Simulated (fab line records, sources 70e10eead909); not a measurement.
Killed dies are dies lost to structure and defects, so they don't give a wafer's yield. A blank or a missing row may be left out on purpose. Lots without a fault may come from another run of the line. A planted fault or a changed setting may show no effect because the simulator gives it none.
Chamber matching | flow nand_harc | NHARC_A_STAIRCASE_ALD_420 on ald_hk-04: 4 sister chambers
The step deposits SiO2, target thk 20 nm, pulse time 6 s, ald cycles 200. 14 wafers are shown with their chamber, then 7 later ones without.

WAFERS WITH THEIR CHAMBER
wafer  | chamber | heater_power_w (W) | precursor_pulse_height_rel
L427.3 | 0       | 473                | 0.988
L427.5 | 1       | 411                | 0.986
L427.6 | 2       | 485                | 1.023
L432.3 | 0       | 472                | 1.001
L432.4 | 2       | 472                | 1.040
L432.6 | 1       | 402                | 1.021
L434.2 | 1       | 412                | 0.986
L434.3 | 2       | 493                | 1.020
L434.6 | 2       | 489                | 1.017
L436.1 | 2       | 485                | 0.997
L436.2 | 3       | 461                | 1.013
L436.3 | 0       | 488                | 0.994
L440.2 | 2       | 481                | 0.994
L440.4 | 1       | 403                | 0.980

SIGNATURES (means of the wafers above)
reading                    | chamber 0 | chamber 1 | chamber 2 | chamber 3 | scatter within a chamber
heater_power_w             | 477.67    | 407.00    | 484.17    | 461.00    | 7.1
precursor_pulse_height_rel | 0.99433   | 0.99325   | 1.01517   | 1.01300   | 0.0162
Rule: a wafer's distance from a chamber is the root of the sum, over the readings, of the square of ((its reading less the chamber's mean) divided by the reading's scatter). The wafer belongs to the nearest chamber; if the next one is less than 2 further off, it can't be placed. The scatter: the root of (the sum of the squares of (reading less its chamber's mean) over the shown wafers, divided by (wafers less chambers)).

WAFERS WITHOUT THEIR CHAMBER
wafer  | heater_power_w (W) | precursor_pulse_height_rel
L440.5 | 408                | 1.016
L446.1 | 485                | 1.044
L446.4 | 491                | 0.967
L446.6 | 486                | 1.021
L447.2 | 475                | 1.009
L447.3 | 475                | 1.005
L447.6 | 413                | 1.002

WHICH CHAMBER EACH WENT THROUGH
wafer  | from the rows above          | in truth
L440.5 | 1                            | 1
L446.1 | can't be placed: 2 or 0      | 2
L446.4 | can't be placed: 0 or 2      | 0
L446.6 | can't be placed: 2 or 0      | 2
L447.2 | can't be placed: 0 or 2 or 3 | 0
L447.3 | can't be placed: 0 or 2 or 3 | 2
L447.6 | 1                            | 1
Placed correctly: 2 of 7. Can't be placed from these rows: 5 (the true chamber is among the candidates in 5). Placed wrongly: 0.
